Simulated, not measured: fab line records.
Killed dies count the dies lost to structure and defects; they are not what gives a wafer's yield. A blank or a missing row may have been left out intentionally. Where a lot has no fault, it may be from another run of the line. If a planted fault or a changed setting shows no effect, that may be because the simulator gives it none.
fab line records	flow n5_finfet
record lots=10	wafers=30	last_day=17
route steps=1938 shown BEOL_M8@1377 PASSIVATION@1936
lots that met no fault: from a run of the same line without faults
start_h: hours from the record's first day to the start of the lot's first wafer shown	wait_h: hours elapsed since this lot's preceding step	" repeats the value in the row above	L1.1+2: a single row standing in for several wafers	- either no value or no given start	* or withheld: withheld	< > ~ a bound
route shown NAME@n: names a module that has steps shown in the file, with the first one's number in the route	usual: mean and standard deviation over wafers with no fault	same: alike in all rows	chamber/n: place in a boat	sites: per-site readings	_std_site: the values' standard deviation	_edge_site: mean of outer sites minus mean of inner sites	radius_mm: for every site, how far away it sits from the centre of the wafer	mask NAME#n: copy n	behind: the tool/chamber that last shaped the wafer	hold: reason for holding the lot/hours on hold/outcome of the hold	device: names the non-switching transistor (n, p or np)	end of line: the tests these same wafers got at the end of their route	for a step that has no rows: nothing shown but its recipe	killed: not the wafer's yield, but the dies lost to structure and defects at the first sort	map: dies across one wafer; x = killed, . = not, _ = none there
set.NAME: the setting the step ran with; set.NAME@STEP: the setting that earlier step ran with	model.NAME: the simulator's own value behind a step, which no gauge read
a sample of lots followed through the steps of the route, with each step as a table and each wafer as a row
services: a tool's chamber out of use, with start hour (start_h, from the record's first day; less than 0 if before it), hours out, and reason
## steps
# step N5_BEOL_M8_TRENCH_ETCH_37
# recipe chemistry=C4F6/O2	target_depth_a=934.78	target=SiCOH_lowk	time_s=31.2	ion_energy_ev=250	pressure_mtorr=30	source_w=345	bias_w=185	Ar_flow_sccm=300	C4F6_flow_sccm=10	O2_flow_sccm=10
# usual drypump_motor_current_A=5.7/0.46	oes_o_777_au=0.82/0.078	oes_product_au=0.82/0.077	rf_vpp_V=673/11	showerhead_plenum_p_Torr=2.85/0.093	throttle_valve_pct=20.82/0.27
lot.wafer	tool	chamber	start_h	wait_h	drypump_motor_current_A	oes_o_777_au	oes_product_au	rf_hours_counter_h	rf_vpp_V	showerhead_plenum_p_Torr	throttle_valve_pct
L107.2	rie_diel-03	3	-	-	5.6	0.79	0.81	109	677	2.98	20.92
L107.4	"	1	"	"	6.8	0.91	0.90	-	683	2.76	20.65
L107.5	"	3	"	"	5.6	0.79	0.82	-	677	2.98	20.93
L110.2	rie_diel-03	1	-	-	6.8	0.90	0.89	42	685	2.76	20.66
L110.3	"	2	"	"	5.9	0.84	0.86	50	687	2.77	20.85
L110.6	"	1	"	"	6.7	0.91	0.89	-	685	2.76	20.67
L109.1	rie_diel-03	1	-	-	6.7	0.90	0.90	46	687	2.76	20.69
L109.2	"	3	"	"	5.6	0.79	0.81	117	676	2.97	20.95
L109.3	"	0	"	"	5.5	1.01	1.01	1	668	3.03	20.37
L114.2	rie_diel-03	3	-	-	5.6	0.78	0.80	119	677	2.97	20.95
L114.3	"	2	"	"	5.9	0.84	0.85	56	687	2.77	20.84
L114.4	"	0	"	"	5.5	1.00	0.99	3	670	3.03	20.38
L116.1	rie_diel-01	0	-	-	5.1	0.80	0.80	99	671	2.76	20.68
L116.3	"	3	"	"	5.2	0.80	0.82	78	680	2.77	21.03
L116.6	"	3	"	"	5.2	0.80	0.82	-	679	2.77	21.02
L118.4	rie_diel-05	0	-	-	5.6	0.78	0.78	-	677	2.96	20.47
L118.5	"	3	"	"	5.6	0.71	0.71	-	651	2.84	21.18
L118.6	"	1	"	"	5.5	0.69	0.70	-	662	2.83	21.48
L121.1	rie_diel-03	1	-	-	6.7	0.87	0.86	64	683	2.75	20.71
L121.2	"	3	"	"	5.6	0.77	0.78	137	677	2.96	20.99
L121.6	"	3	"	"	5.6	0.77	0.79	-	676	2.96	20.97
L119.1	rie_diel-03	1	-	-	6.8	0.88	0.87	65	684	2.75	20.70
L119.3	"	2	"	"	5.9	0.80	0.83	75	688	2.76	20.89
L119.4	"	0	"	"	5.5	0.94	0.95	17	670	3.02	20.40
L123.3	rie_diel-01	2	-	-	5.8	0.94	0.96	12	667	2.78	20.96
L123.4	"	2	"	"	5.8	0.94	0.96	-	667	2.78	20.93
L123.6	"	3	"	"	5.2	0.78	0.81	-	681	2.76	21.03
L130.2	rie_diel-03	3	-	-	5.7	0.74	0.76	158	674	2.95	21.00
L130.3	"	1	"	"	6.7	0.85	0.83	83	684	2.74	20.72
L130.6	"	0	"	"	5.5	0.91	0.90	-	668	3.01	20.42
# step N5_BEOL_M8_ETCH_41
# recipe chemistry=CH3F/O2	target=SiCN	target_depth_a=319	taper_deg=2	time_s=57.8	ion_energy_ev=120	mask_material=TiN	pressure_mtorr=30	source_w=395	bias_w=75	Ar_flow_sccm=150	CH3F_flow_sccm=30	O2_flow_sccm=20
# usual drypump_motor_current_A=5.7/0.46	oes_product_au=0.82/0.077	rf_vpp_V=297.5/1.6	showerhead_plenum_p_Torr=2.00/0.068	throttle_valve_pct=16.22/0.26
lot.wafer	tool	chamber	start_h	wait_h	drypump_motor_current_A	oes_product_au	rf_hours_counter_h	rf_vpp_V	showerhead_plenum_p_Torr	throttle_valve_pct
L107.2	rie_diel-03	3	-	-	5.7	0.82	109	298.9	2.10	16.31
L107.4	"	1	"	"	6.7	0.91	-	298.1	1.94	16.09
L107.5	"	3	"	"	5.6	0.81	-	298.3	2.10	16.31
L110.2	rie_diel-03	1	-	-	6.8	0.89	42	296.8	1.94	16.10
L110.3	"	2	"	"	5.9	0.86	50	295.6	1.95	16.20
L110.6	"	1	"	"	6.7	0.89	-	296.0	1.94	16.11
L109.1	rie_diel-03	1	-	-	6.7	0.89	46	295.8	1.94	16.11
L109.2	"	3	"	"	5.6	0.82	117	299.4	2.09	16.36
L109.3	"	0	"	"	5.5	1.02	1	299.8	2.13	15.76
L114.2	rie_diel-03	3	-	-	5.6	0.80	119	299.7	2.09	16.34
L114.3	"	2	"	"	5.9	0.85	56	295.2	1.94	16.21
L114.4	"	0	"	"	5.5	0.99	3	300.3	2.13	15.75
L116.1	rie_diel-01	0	-	-	5.1	0.79	99	295.2	1.94	16.07
L116.3	"	3	"	"	5.2	0.83	78	295.4	1.95	16.39
L116.6	"	3	"	"	5.2	0.81	-	296.7	1.95	16.41
L118.4	rie_diel-05	0	-	-	5.5	0.76	-	299.1	2.08	15.91
L118.5	"	3	"	"	5.6	0.70	-	297.6	1.99	16.54
L118.6	"	1	"	"	5.5	0.70	-	296.5	1.98	16.88
L121.1	rie_diel-03	1	-	-	6.7	0.87	64	296.7	1.93	16.14
L121.2	"	3	"	"	5.7	0.79	137	298.8	2.09	16.39
L121.6	"	3	"	"	5.7	0.79	-	298.6	2.09	16.37
L119.1	rie_diel-03	1	-	-	6.7	0.86	65	296.6	1.93	16.12
L119.3	"	2	"	"	5.9	0.83	75	296.1	1.94	16.25
L119.4	"	0	"	"	5.5	0.95	17	299.8	2.13	15.78
L123.3	rie_diel-01	2	-	-	5.8	0.95	12	296.6	1.95	16.28
L123.4	"	2	"	"	5.8	0.96	-	295.6	1.95	16.30
L123.6	"	3	"	"	5.2	0.81	-	295.9	1.94	16.44
L130.2	rie_diel-03	3	-	-	5.6	0.78	158	299.2	2.08	16.40
L130.3	"	1	"	"	6.7	0.85	83	295.5	1.93	16.18
L130.6	"	0	"	"	5.5	0.91	-	300.2	2.12	15.82
# step N5_BEOL_M8_SPUTTER_48
# recipe material=Cu	target_thk_a=100	temp_c=-20	bias_v=60	power_w=26000	chamber_pressure_pa=0.13	time_s=1.667
# usual throttle_valve_pct=30.1/1.3
lot.wafer	tool	chamber	start_h	wait_h	throttle_valve_pct
L107.2	pvd_sputter-03	-	211.09	0.1	29.1
L107.4	"	-	"	"	31.7
L107.5	"	-	"	"	29.8
L110.2	pvd_sputter-03	-	220.47	0.2	29.7
L110.3	"	-	"	"	31.2
L110.6	"	-	"	"	28.9
L109.1	pvd_sputter-02	-	231.01	0.5	32.1
L109.2	"	-	"	"	31.6
L109.3	"	-	"	"	27.7
L114.2	pvd_sputter-03	-	236.11	0.1	31.4
L114.3	"	-	"	"	28.9
L114.4	"	-	"	"	29.9
L116.1	pvd_sputter-01	-	255.16	0.2	28.4
L116.3	"	-	"	"	30.8
L116.6	"	-	"	"	28.3
L118.4	pvd_sputter-01	-	271.24	0.1	28.6
L118.5	"	-	"	"	28.2
L118.6	"	-	"	"	30.9
L121.1	pvd_sputter-03	-	283.80	0.1	31.6
L121.2	"	-	"	"	29.1
L121.6	"	-	"	"	29.9
L119.1	pvd_sputter-03	-	285.88	1.3	30.0
L119.3	"	-	"	"	31.6
L119.4	"	-	"	"	29.2
L123.3	pvd_sputter-03	-	298.34	0.1	28.9
L123.4	"	-	"	"	32.0
L123.6	"	-	"	"	31.7
L130.2	pvd_sputter-03	-	336.10	0.2	30.0
L130.3	"	-	"	"	31.8
L130.6	"	-	"	"	30.0
# step N5_BEOL_M8_ECD_50
# recipe material=Cu	target_thk_a=3000
lot.wafer	tool	chamber	start_h	wait_h
L107.2+4+5	ecd_cu-02	1,0,0	211.20	0.1
L110.2+3+6	ecd_cu-02	1,1,0	220.59	0.1
L109.1+2+3	ecd_cu-02	1,0,1	231.13	0.1
L114.2+3+4	ecd_cu-02	1,0,1	236.23	0.1
L116.1+3+6	ecd_cu-01	1,1,0	255.28	0.1
L118.4+5+6	ecd_cu-01	1,0,1	271.38	0.1
L121.1+2+6	ecd_cu-02	0,1,1	283.92	0.1
L119.1+3+4	ecd_cu-02	0,0,1	286.00	0.1
L123.3+4+6	ecd_cu-02	1,0,1	298.48	0.1
L130.2+3+6	ecd_cu-01	0	336.22	0.1
# step N5_BEOL_M8_CMP_52
# recipe stop_on=SiCOH_lowk	t_overpolish_s=6.9	down_force_psi=1	platen_rpm=50	clearing_platen_down_force_psi=1.5	clearing_platen_rpm=50	post_cmp_clean=cu_alkaline	target_thk_nm=80	clearing_platen_pad_velocity_m_s=0.99484	pad_velocity_m_s=0.99484
# usual motor_current_A=5.9/0.56	time_to_endpoint_s=63/3.7
lot.wafer	tool	chamber	start_h	wait_h	motor_current_A	time_to_endpoint_s
L107.4	cmp-04	1	211.74	0.2	6.0	65
L107.2	"	3	"	"	6.5	69
L107.5	"	0	"	"	5.3	64
L110.2	cmp-03	0	220.98	0.2	5.3	63
L110.3	"	3	"	"	6.6	64
L110.6	"	0	"	"	5.3	64
L109.2	cmp-03	3	231.99	0.2	6.5	60
L109.1	"	0	"	"	5.4	61
L109.3	"	1	"	"	6.1	66
L114.3	cmp-04	3	236.74	0.2	6.0	64
L114.4	"	0	"	"	5.5	62
L114.2	"	1	"	"	5.9	63
L116.1	cmp-04	0	255.69	0.3	5.4	62
L116.3	"	2	"	"	5.1	62
L116.6	"	0	"	"	5.3	65
L118.4	cmp-03	1	271.75	0.1	6.2	61
L118.5	"	1	"	"	6.5	60
L118.6	"	2	"	"	6.3	58
L121.1	cmp-03	2	284.35	0.3	6.6	58
L121.2	"	3	"	"	6.8	57
L121.6	"	1	"	"	6.1	65
L119.1	cmp-04	2	286.43	0.3	5.0	95
L119.4	"	3	"	"	6.1	66
L119.3	"	0	"	"	5.3	98
L123.4	cmp-03	3	298.93	0.2	6.7	88
L123.3	"	0	"	"	5.7	59
L123.6	"	2	"	"	6.2	56
L130.2	cmp-04	1	337.35	0.2	5.9	68
L130.3	"	3	"	"	6.0	64
L130.6	"	0	"	"	5.7	65
# step N5_PASSIVATION_PROBE_49
# usual defect_limited_yield=91.5/1.4	killed_at_M0_to_M3=32/9.7	killed_at_M4_up=14/5.3	killed_at_contacts=11/6	killed_at_front_end=39/14	killed_at_other=3.3/2.7	killed_dies=100/17	killed_open=66/13	killed_short=32/7.4	sort_bin_5_function=4.9/0.9	sort_bin_6_memory=3.2/0.72	sort_bin_8_speed=0.00/0.0071	sort_n_pass=1080/17	sort_yield_pct=91.5/1.4
# same gross_dies=1180	killed_at_back_side=0	sort_bin_4_leakage[%]=0
lot.wafer	tool	chamber	start_h	wait_h	defect_limited_yield[%]	killed_at_M0_to_M3	killed_at_M4_up	killed_at_contacts	killed_at_front_end	killed_at_other	killed_dies	killed_open	killed_short	sort_bin_5_function[%]	sort_bin_6_memory[%]	sort_bin_8_speed[%]	sort_n_pass	sort_yield_pct[%]
L107.2	prober-02	-	283.46	0.1	92.0	34	18	9	28	5	94	63	31	5.2	2.6	0	1086	92.0
L107.4	prober-02	-	283.56	0.2	94.3	30	10	7	13	7	67	42	25	3.2	2.1	0	1113	94.3
L107.5	prober-02	-	283.61	0.2	91.9	45	13	2	31	4	95	59	36	4.3	3.4	0	1085	91.9
L110.2	prober-02	-	283.76	0.4	92.5	28	12	13	25	11	89	62	25	4.7	2.7	0	1091	92.5
L110.3	prober-02	-	283.81	0.4	93.1	29	14	3	32	4	82	45	37	4.3	2.3	0	1098	93.1
L110.6	prober-02	-	283.96	0.6	91.9	25	17	6	36	11	95	57	33	5.1	2.3	0	1085	91.9
L109.1	prober-02	-	300.28	0.0	90.6	33	15	21	34	8	111	71	40	5.0	4.2	0	1069	90.6
L109.2	prober-02	-	300.33	0.1	91.3	28	19	18	38	0	103	65	36	4.7	3.6	0.08	1077	91.3
L109.3	prober-02	-	300.38	0.1	91.4	42	12	11	31	6	102	79	23	4.6	3.8	0	1078	91.4
L114.2	prober-01	-	307.84	0.1	90.0	28	29	9	52	0	118	74	40	5.3	4.1	0	1062	90.0
L114.3	prober-01	-	307.89	0.1	94.1	15	18	9	21	7	70	51	19	3.0	2.7	0	1110	94.1
L114.4	prober-01	-	307.94	0.2	91.6	34	22	7	35	1	99	60	35	5.2	3.1	0	1081	91.6
L116.1	prober-02	-	322.81	0.0	91.1	25	14	23	41	2	105	73	31	5.6	3.1	0	1075	91.1
L116.3	prober-02	-	322.91	0.1	92.5	30	10	28	21	0	89	56	32	4.5	2.6	0	1091	92.5
L116.6	prober-02	-	323.06	0.3	90.0	59	18	18	20	3	118	90	27	6.2	3.6	0	1062	90.0
L118.4	prober-01	-	341.66	0.2	93.0	31	8	12	30	2	83	57	24	4.0	2.7	0	1097	93.0
L118.5	prober-01	-	341.71	0.2	91.4	34	15	10	38	5	102	65	37	5.8	2.8	0	1078	91.4
L118.6	prober-01	-	341.76	0.3	91.7	36	14	14	31	3	98	60	35	4.5	3.6	0	1082	91.7
L121.1	prober-01	-	342.74	0.0	92.2	18	17	12	42	3	92	65	27	4.7	2.9	0	1088	92.2
L121.2	prober-01	-	342.79	0.1	92.4	30	17	8	33	2	90	56	33	4.5	3.1	0	1090	92.4
L121.6	prober-01	-	342.99	0.3	90.3	35	25	19	35	0	114	87	27	6.0	3.3	0	1066	90.3
L119.1	prober-02	-	351.37	0.0	90.4	48	23	6	30	6	113	85	28	5.4	4.0	0	1067	90.4
L119.3	prober-02	-	351.47	0.1	92.6	30	10	4	42	1	87	56	31	4.1	3.1	0	1093	92.6
L119.4	prober-02	-	351.52	0.2	90.6	29	16	8	51	7	111	74	37	4.7	4.3	0	1069	90.6
L123.3	prober-02	-	367.95	0.1	93.9	28	8	4	31	1	72	44	27	3.3	2.2	0	1108	93.9
L123.4	prober-02	-	368.00	0.2	92.7	27	9	7	41	2	86	49	29	4.1	2.1	0	1094	92.7
L123.6	prober-02	-	368.10	0.3	93.1	28	7	20	26	0	81	59	22	3.7	3.1	0	1099	93.1
L130.2	prober-01	-	403.01	0.1	93.2	21	7	11	41	0	80	61	16	3.3	2.9	0	1100	93.2
L130.3	prober-01	-	403.06	0.1	92.9	15	11	7	46	5	84	50	34	4.7	1.9	0	1096	92.9
L130.6	prober-01	-	403.21	0.3	92.0	24	22	13	27	8	94	64	30	4.7	3.0	0	1086	92.0
# killed by level:class
L107.2 BEOL_M2:geometric_particle:open=13 MOL_CONTACT_COAG:geometric_particle:open=9 FIN_SAQP:geometric_particle:short=8 BEOL_M4:geometric_particle:open=8 BEOL_M1:geometric_particle:open=7 FIN_SAQP:geometric_particle:open=6 GATE_CUT:geometric_particle:short=5 BEOL_M0_SAQP:geometric_particle:short=5
L107.4 BEOL_M3:geometric_particle:open=8 MOL_CONTACT_COAG:geometric_particle:open=6 BEOL_M0_SAQP:geometric_particle:open=6 BEOL_M0_SAQP:geometric_particle:short=5 FIN_SAQP:geometric_particle:short=4 BEOL_M2:geometric_particle:open=4 BEOL_M3:geometric_particle:short=4 MIM_TOP_ETCH:geometric_particle:open=3
L107.5 BEOL_M3:geometric_particle:open=11 FIN_SAQP:geometric_particle:short=10 BEOL_M0_SAQP:geometric_particle:open=9 BEOL_M0_SAQP:geometric_particle:short=9 BEOL_M2:geometric_particle:open=9 FIN_SAQP:geometric_particle:open=6 GATE_CUT:geometric_particle:short=4 BEOL_M1:geometric_particle:open=4
L110.2 MOL_CONTACT_COAG:geometric_particle:open=12 BEOL_M0:geometric_particle:open=7 BEOL_M1:geometric_particle:open=7 FIN_SAQP:geometric_particle:open=5 BEOL_M0_SAQP:geometric_particle:open=4 BEOL_M4:geometric_particle:open=4 PAD_METAL:geometric_particle:short=3 STI_FIN_REVEAL:geometric_particle:open=3
L110.3 FIN_SAQP:geometric_particle:short=9 BEOL_M0_SAQP:geometric_particle:short=8 BEOL_M3:geometric_particle:open=7 BEOL_M3:geometric_particle:short=5 FIN_SAQP:geometric_particle:open=4 BEOL_M7:geometric_particle:open=4 ILD0:geometric_particle:open=3 MOL_CONTACT_COAG:geometric_particle:open=3
L110.6 STI_FIN_REVEAL:geometric_particle:open=6 BEOL_M2:geometric_particle:open=6 STARTING-WAFER:geometric_particle:short=6 FIN_SAQP:geometric_particle:open=5 FIN_SAQP:geometric_particle:short=5 HKMG_FIN:area_etch=5 MOL_CONTACT_COAG:geometric_particle:open=4 BEOL_M1:geometric_particle:open=4
L109.1 MOL_CONTACT_COAG:geometric_particle:open=13 STI_FIN_REVEAL:geometric_particle:open=11 BEOL_M4:geometric_particle:open=9 BEOL_M1:geometric_particle:short=8 MOL_CONTACT_COAG:geometric_particle:short=8 BEOL_M1:geometric_particle:open=7 FIN_SAQP:geometric_particle:short=5 BEOL_M0_SAQP:geometric_particle:short=5
L109.2 MOL_CONTACT_COAG:geometric_particle:open=14 ILD0:geometric_particle:open=8 FIN_SAQP:geometric_particle:open=7 BEOL_M1:geometric_particle:open=7 BEOL_M4:geometric_particle:open=7 FIN_SAQP:geometric_particle:short=6 BEOL_M3:geometric_particle:open=6 BEOL_M4:geometric_particle:short=6
L109.3 BEOL_M0_SAQP:geometric_particle:open=15 MOL_CONTACT_COAG:geometric_particle:open=11 STI_FIN_REVEAL:geometric_particle:open=8 BEOL_M1:geometric_particle:open=8 BEOL_M0_SAQP:geometric_particle:short=7 BEOL_M4:geometric_particle:open=7 DUMMY_GATE:geometric_particle:open=6 BEOL_M2:geometric_particle:open=4
L114.2 BEOL_M4:geometric_particle:open=20 FIN_SAQP:geometric_particle:short=10 DUMMY_GATE:geometric_particle:open=9 BEOL_M0_SAQP:geometric_particle:open=8 MOL_CONTACT_COAG:geometric_particle:open=7 BEOL_M3:geometric_particle:open=7 STI_FIN_REVEAL:geometric_particle:open=4 ILD0:geometric_particle:short=4
L114.3 BEOL_M4:geometric_particle:open=12 MOL_CONTACT_COAG:geometric_particle:open=9 BEOL_M0_SAQP:geometric_particle:short=6 GATE_CUT:geometric_particle:short=5 BEOL_M0_SAQP:geometric_particle:open=5 FIN_SAQP:geometric_particle:open=4 MIM_TOP_ETCH:geometric_particle:open=4 DUMMY_GATE:geometric_particle:open=3
L114.4 BEOL_M4:geometric_particle:open=17 BEOL_M2:geometric_particle:open=9 BEOL_M0_SAQP:geometric_particle:open=8 BEOL_M0_SAQP:geometric_particle:short=8 GATE_CUT:geometric_particle:short=7 MOL_CONTACT_COAG:geometric_particle:open=5 STI_FIN_REVEAL:geometric_particle:open=4 SD_EPI_N:coat_microbubble_printed=4
L116.1 MOL_CONTACT_COAG:geometric_particle:open=19 STI_FIN_REVEAL:geometric_particle:open=14 BEOL_M2:geometric_particle:open=7 BEOL_M4:geometric_particle:short=7 BEOL_M3:geometric_particle:open=6 FIN_SAQP:geometric_particle:short=5 FIN_SAQP:geometric_particle:open=4 GATE_CUT:geometric_particle:short=4
L116.3 MOL_CONTACT_COAG:geometric_particle:open=22 BEOL_M0_SAQP:geometric_particle:short=9 BEOL_M0_SAQP:geometric_particle:open=7 FIN_SAQP:geometric_particle:short=6 MOL_CONTACT_COAG:geometric_particle:short=6 BEOL_M3:geometric_particle:open=6 BEOL_M2:geometric_particle:open=5 STI_FIN_REVEAL:geometric_particle:open=3
L116.6 MOL_CONTACT_COAG:geometric_particle:open=16 BEOL_M3:geometric_particle:open=14 BEOL_M2:geometric_particle:open=13 BEOL_M0_SAQP:geometric_particle:open=12 BEOL_M4:geometric_particle:open=9 STI_FIN_REVEAL:geometric_particle:open=8 BEOL_M0_SAQP:geometric_particle:short=7 BEOL_M0:geometric_particle:open=6
L118.4 MOL_CONTACT_COAG:geometric_particle:open=11 BEOL_M3:geometric_particle:open=9 STI_FIN_REVEAL:geometric_particle:open=6 FIN_SAQP:geometric_particle:short=5 BEOL_M0_SAQP:geometric_particle:short=5 BEOL_M0:geometric_particle:open=4 FIN_SAQP:geometric_particle:open=3 GATE_CUT:geometric_particle:short=3
L118.5 FIN_SAQP:geometric_particle:short=10 MOL_CONTACT_COAG:geometric_particle:open=10 BEOL_M4:geometric_particle:open=8 STI_FIN_REVEAL:geometric_particle:open=7 FIN_SAQP:geometric_particle:open=6 BEOL_M2:geometric_particle:open=6 BEOL_M3:geometric_particle:open=6 GATE_CUT:geometric_particle:short=5
L118.6 FIN_SAQP:geometric_particle:open=11 MOL_CONTACT_COAG:geometric_particle:open=11 BEOL_M0_SAQP:geometric_particle:short=9 BEOL_M2:geometric_particle:open=7 BEOL_M4:geometric_particle:open=7 FIN_SAQP:geometric_particle:short=6 BEOL_M1:geometric_particle:open=5 MOL_CONTACT_COAG:geometric_particle:short=3
L121.1 STI_FIN_REVEAL:geometric_particle:open=16 MOL_CONTACT_COAG:geometric_particle:open=11 BEOL_M4:geometric_particle:open=11 BEOL_M3:geometric_particle:open=8 FIN_SAQP:geometric_particle:open=6 STARTING-WAFER:geometric_particle:short=6 GATE_CUT:geometric_particle:short=4 BEOL_M4:geometric_particle:short=3
L121.2 FIN_SAQP:geometric_particle:short=9 FIN_SAQP:geometric_particle:open=8 BEOL_M2:geometric_particle:open=8 DUMMY_GATE:geometric_particle:open=7 MOL_CONTACT_COAG:geometric_particle:open=5 BEOL_M0_SAQP:geometric_particle:short=5 BEOL_M0_SAQP:geometric_particle:open=4 BEOL_M8:geometric_particle:open=4
L121.6 MOL_CONTACT_COAG:geometric_particle:open=17 STI_FIN_REVEAL:geometric_particle:open=14 BEOL_M4:geometric_particle:open=13 BEOL_M2:geometric_particle:open=8 BEOL_M8:geometric_particle:open=7 BEOL_M0_SAQP:geometric_particle:short=6 BEOL_M0_SAQP:geometric_particle:open=6 GATE_CUT:geometric_particle:open=5
L119.1 BEOL_M3:geometric_particle:open=16 BEOL_M4:geometric_particle:open=14 BEOL_M0_SAQP:geometric_particle:short=9 STI_FIN_REVEAL:geometric_particle:open=8 BEOL_M0_SAQP:geometric_particle:open=8 FIN_SAQP:geometric_particle:open=7 BEOL_M1:geometric_particle:open=6 MOL_CONTACT_COAG:geometric_particle:open=5
L119.3 BEOL_M3:geometric_particle:open=9 FIN_SAQP:geometric_particle:open=7 BEOL_M0_SAQP:geometric_particle:open=7 FIN_SAQP:geometric_particle:short=6 STI_FIN_REVEAL:geometric_particle:open=6 DUMMY_GATE:geometric_particle:open=5 GATE_CUT:geometric_particle:short=5 BEOL_M1:geometric_particle:open=4
L119.4 STI_FIN_REVEAL:geometric_particle:open=14 FIN_SAQP:geometric_particle:short=8 DUMMY_GATE:geometric_particle:open=8 BEOL_M3:geometric_particle:open=7 MOL_CONTACT_COAG:geometric_particle:open=7 BEOL_M0_SAQP:geometric_particle:open=6 FIN_SAQP:geometric_particle:open=5 BEOL_M5:geometric_particle:open=5
L123.3 GATE_CUT:geometric_particle:short=6 BEOL_M3:geometric_particle:open=6 GATE_CUT:geometric_particle:open=5 STI_FIN_REVEAL:geometric_particle:open=5 BEOL_M0_SAQP:geometric_particle:short=5 FIN_SAQP:geometric_particle:short=4 FIN_SAQP:geometric_particle:open=3 BEOL_M0_SAQP:geometric_particle:open=3
L123.4 FIN_SAQP:geometric_particle:open=8 FIN_SAQP:geometric_particle:short=8 BEOL_M0_SAQP:geometric_particle:open=8 HKMG_FIN:area_etch=8 GATE_CUT:geometric_particle:short=6 STARTING-WAFER:geometric_particle:open=5 MOL_CONTACT_COAG:geometric_particle:open=5 BEOL_M3:geometric_particle:open=4
L123.6 MOL_CONTACT_COAG:geometric_particle:open=18 BEOL_M2:geometric_particle:open=7 FIN_SAQP:geometric_particle:short=6 STI_FIN_REVEAL:geometric_particle:open=5 BEOL_M0_SAQP:geometric_particle:short=5 FIN_SAQP:geometric_particle:open=4 BEOL_M0:geometric_particle:open=4 BEOL_M1:geometric_particle:open=3
L130.2 STI_FIN_REVEAL:geometric_particle:open=13 MOL_CONTACT_COAG:geometric_particle:open=8 FIN_SAQP:geometric_particle:open=7 BEOL_M0_SAQP:geometric_particle:open=7 STARTING-WAFER:geometric_particle:open=6 GATE_CUT:geometric_particle:short=4 BEOL_M0_SAQP:geometric_particle:short=4 BEOL_M3:geometric_particle:open=4
L130.3 STI_FIN_REVEAL:geometric_particle:open=10 GATE_CUT:geometric_particle:short=7 GATE_CUT:geometric_particle:open=6 MOL_CONTACT_COAG:geometric_particle:open=6 FIN_SAQP:geometric_particle:short=5 FIN_SAQP:geometric_particle:open=5 STI_FIN_REVEAL:geometric_particle:short=4 BEOL_M3:geometric_particle:open=4
L130.6 MOL_CONTACT_COAG:geometric_particle:open=11 STI_FIN_REVEAL:geometric_particle:open=8 BEOL_M0_SAQP:geometric_particle:open=7 BEOL_M4:geometric_particle:open=7 BEOL_M5:geometric_particle:open=5 GATE_CUT:geometric_particle:short=4 BEOL_M1:geometric_particle:open=4 PASS1_CAP:geometric_particle:short=4
## services
tool	chamber	start_h	hours	kind
cmp-03	-	188.14	-	consumable_replace:conditioner
cmp-03	-	188.14	-	consumable_replace:pad
rie_diel-03	0	190.42	-	clean
rie_diel-03	0	190.42	-	consumable_replace:esc
rie_diel-03	0	190.42	-	consumable_replace:focus_ring
rie_diel-03	0	190.42	-	consumable_replace:showerhead
rie_diel-03	0	190.42	35.4	scheduled_down
rie_diel-03	0	190.42	35.4	vent_cycle
rie_diel-05	1	213.01	3.8	repair
cmp-04	-	219.35	4.8	pm
cmp-04	-	230.39	0.8	repair
rie_diel-05	2	241.53	4.6	repair
rie_diel-01	2	242.59	-	clean
cmp-04	-	244.50	5.0	repair
cmp-03	-	269.63	1.2	repair
rie_diel-03	0	277.30	4.8	repair
rie_diel-01	0	293.25	34.3	repair
rie_diel-05	2	294.72	3.8	repair
rie_diel-05	0	303.23	6.3	repair
cmp-04	-	320.90	7.0	repair
cmp-04	-	332.15	4.0	pm
ecd_cu-02	-	334.62	3.3	repair
cmp-04	-	336.15	-	consumable_replace:conditioner
cmp-04	-	336.15	-	consumable_replace:pad
## key
first_sign step=N5_BEOL_M8_CMP_52	reading=time_to_endpoint_s	direction=up	sigmas=8.2	usual=*	struck=*
effect none on later readings
met_at N5_BEOL_M8_ECD_50
struck_lots L119,L123
struck_wafers L119.1,L119.3,L123.4
not_acting_at N5_BEOL_M8_TRENCH_ETCH_37,N5_BEOL_M8_ETCH_41,N5_BEOL_M8_SPUTTER_48
onset_between 283.92 286.00
fault kind=process_parameter_drift	tool=ecd_cu-02	chamber=0	onset_h=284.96	steps=N5_BEOL_M8_ECD_50	channel=target_thk_a	offset=*	shape=step	end_h=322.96	acts_in=*	stated=*
